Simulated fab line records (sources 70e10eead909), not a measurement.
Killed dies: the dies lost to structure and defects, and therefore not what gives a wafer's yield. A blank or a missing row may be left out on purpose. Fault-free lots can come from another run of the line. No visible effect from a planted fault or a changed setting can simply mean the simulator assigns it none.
What tool caused it? -- flow nandHarc -- Sampling: 6 lots, 18 wafers, 5 of 1159 route steps

WHAT EACH GAUGE READ, for each wafer
NHARC_END_SORT_01.
lot,measured,on,killedAtArray
L903,day 23 18:26,prober-01,118 118 28

WHAT TOOL EACH LOT RAN ON (gives the tool, then ch and the chambers of the sampled wafers, and finally the start)
lot,NHARC_A_STAIRCASE_TRIM_12,NHARC_THIN_TSV_DESCUM_14,NHARC_THIN_TSV_PVD_19,NHARC_THIN_TSV_PRE_CLEAN_54
L888,"rieDiel-07 ch 1,2, day 11 03:01","rieDiel-08 ch 0,2,3, day 18 18:45","pvdSputter-02, day 18 23:38 or earlier","pvdSputter-02, day 18 23:38"
L892,"rieDiel-02 ch 0,3, day 11 11:16","rieDiel-08 ch 1,2, day 19 02:21","pvdSputter-01, day 19 07:09 or earlier","pvdSputter-02, day 19 07:09"
L893,"rieDiel-03 ch 0,1,2, day 12 13:44","rieDiel-01 ch 0,2,3, day 20 05:29","pvdSputter-02, day 20 13:05 or earlier","pvdSputter-02, day 20 13:05"
L894,"rieDiel-03 ch 0,1, day 12 22:30","rieDiel-01 ch 2,3, day 20 13:56","pvdSputter-03, day 20 18:38 or earlier","pvdSputter-01, day 20 18:38"
L903,"rieDiel-02 ch 0,1, day 15 06:04","rieDiel-01 ch 1,2, day 22 23:25","pvdSputter-03, day 23 04:12 or earlier","pvdSputter-01, day 23 04:12"
L905,"rieDiel-03 ch 0,2,3, day 16 03:20","rieDiel-01 ch 0,1,2, day 24 07:06","pvdSputter-02, day 24 12:07 or earlier","pvdSputter-01, day 24 12:07"
- NHARC_A_STAIRCASE_TRIM_12: chemistry O2, time 211.2 s.
- NHARC_THIN_TSV_DESCUM_14: chemistry O2, time 3 s.
- NHARC_THIN_TSV_PVD_19: deposits TaN, target thk 20 nm.
- NHARC_THIN_TSV_PRE_CLEAN_54: time 30 s.

THE ANSWER, worked out from the rows above alone
Rule: the usual values come from the lots themselves. The widest of any qualifying gaps counts: lots, ordered by their means at a reading, are off when they make up no more than a third of the lots, leave a main group of 4 or more, and stand apart from it by 3 or more times the standard deviation of that group's means. If all means in a main group match to the digits the tables above print for the reading, that group is not used. A lot without any number at a reading at which 4 lots or more have one is off too. All remaining lots with rows at the step are treated as sound.
Nothing can be told from this: no lot is off at any reading shown.

WHAT THE SIMULATOR PUT IN
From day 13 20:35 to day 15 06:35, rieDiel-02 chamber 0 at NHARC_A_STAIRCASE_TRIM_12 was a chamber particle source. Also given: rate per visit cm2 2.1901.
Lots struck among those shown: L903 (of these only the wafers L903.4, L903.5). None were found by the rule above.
